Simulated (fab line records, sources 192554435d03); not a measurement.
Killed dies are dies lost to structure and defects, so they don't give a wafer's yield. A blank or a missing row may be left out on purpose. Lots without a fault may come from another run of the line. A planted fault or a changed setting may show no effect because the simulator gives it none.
Chamber matching | flow n5_finfet | N5_GATE_CUT_SAC_CAP_01 on ald_sin-02: 4 sister chambers
The step material SiNx, target thk 24 nm, pulse time 1 s, ald cycles 480. 4 wafers are shown with their chamber, then 10 later ones without.

WAFERS WITH THEIR CHAMBER
wafer  | chamber | heater_power_w (W)
L078.1 | 0       | 890
L081.1 | 1       | 833
L084.1 | 2       | 835
L084.3 | 3       | 931

WAFERS WITHOUT THEIR CHAMBER
wafer  | heater_power_w (W)
L084.6 | 910
L085.2 | 909
L085.5 | 831
L085.6 | 893
L095.1 | 962
L095.2 | 886
L095.3 | 818
L096.1 | 946
L096.3 | 822
L096.4 | 738

WHICH CHAMBER EACH WENT THROUGH
wafer  | from the rows above               | in truth
L084.6 | can't be placed: 0 or 3 or 2 or 1 | 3
L085.2 | can't be placed: 0 or 3 or 2 or 1 | 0
L085.5 | can't be placed: 1 or 2 or 0      | 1
L085.6 | can't be placed: 0 or 3 or 2 or 1 | 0
L095.1 | can't be placed: 3 or 0           | 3
L095.2 | can't be placed: 0 or 3 or 2 or 1 | 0
L095.3 | can't be placed: 1 or 2 or 0      | 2
L096.1 | can't be placed: 3 or 0           | 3
L096.3 | can't be placed: 1 or 2 or 0      | 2
L096.4 | can't be placed: 1 or 2 or 0      | 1
Placed correctly: 0 of 10. Can't be placed from these rows: 10 (the true chamber is among the candidates in 10). Placed wrongly: 0.
How it was worked out, from the rows above alone: a wafer's distance from a chamber is the root of the sum, over the readings, of the square of ((its reading less the chamber's mean) divided by the reading's scatter). The wafer belongs to the nearest chamber; if the next one is less than 2 further off, it can't be placed. A chamber's mean is the mean of its shown wafers. The scatter: with one shown wafer a chamber, the root of the mean of the squares of how far each hidden wafer lies from its nearest shown one.
